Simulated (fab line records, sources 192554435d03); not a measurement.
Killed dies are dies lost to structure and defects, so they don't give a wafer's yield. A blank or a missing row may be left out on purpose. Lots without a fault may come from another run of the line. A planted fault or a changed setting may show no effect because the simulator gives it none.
Chamber matching | flow n5_finfet | N5_DUMMY_GATE_STRIP_40 on rie_diel-05: 4 sister chambers
The step strips in CF4. 8 wafers are shown with their chamber, then 9 later ones without.

WAFERS WITH THEIR CHAMBER
wafer  | chamber | drypump_motor_current_A (A) | throttle_valve_pct (%)
L084.2 | 3       | 6.2                         | 13.21
L084.5 | 2       | 5.0                         | 14.08
L085.6 | 1       | 5.6                         | 13.68
L090.4 | 3       | 6.1                         | 13.23
L090.6 | 2       | 5.0                         | 13.54
L091.2 | 0       | 5.8                         | 13.51
L091.5 | 1       | 5.6                         | 13.72
L091.6 | 0       | 5.8                         | 13.53

WAFERS WITHOUT THEIR CHAMBER
wafer  | drypump_motor_current_A (A) | throttle_valve_pct (%)
L093.2 | 5.8                         | 13.52
L093.3 | 5.0                         | 13.54
L093.4 | 6.2                         | 13.27
L094.3 | 5.8                         | 13.53
L094.5 | 5.6                         | 13.72
L094.6 | 5.8                         | 13.54
L096.1 | 5.6                         | 13.76
L096.2 | 6.1                         | 13.26
L096.5 | 5.8                         | 13.53

WHICH CHAMBER EACH WENT THROUGH
wafer  | from the rows above | in truth
L093.2 | 0                   | 0
L093.3 | 2                   | 2
L093.4 | 3                   | 3
L094.3 | 0                   | 0
L094.5 | 1                   | 1
L094.6 | 0                   | 0
L096.1 | 1                   | 1
L096.2 | 3                   | 3
L096.5 | 0                   | 0
Placed correctly: 9 of 9. Can't be placed from these rows: 0. Placed wrongly: 0.
How it was worked out, from the rows above alone: a wafer's distance from a chamber is the root of the sum, over the readings, of the square of ((its reading less the chamber's mean) divided by the reading's scatter). The wafer belongs to the nearest chamber; if the next one is less than 2 further off, it can't be placed. A chamber's mean is the mean of its shown wafers. The scatter: the root of (the sum of the squares of (reading less its chamber's mean) over the shown wafers, divided by (wafers less chambers)).
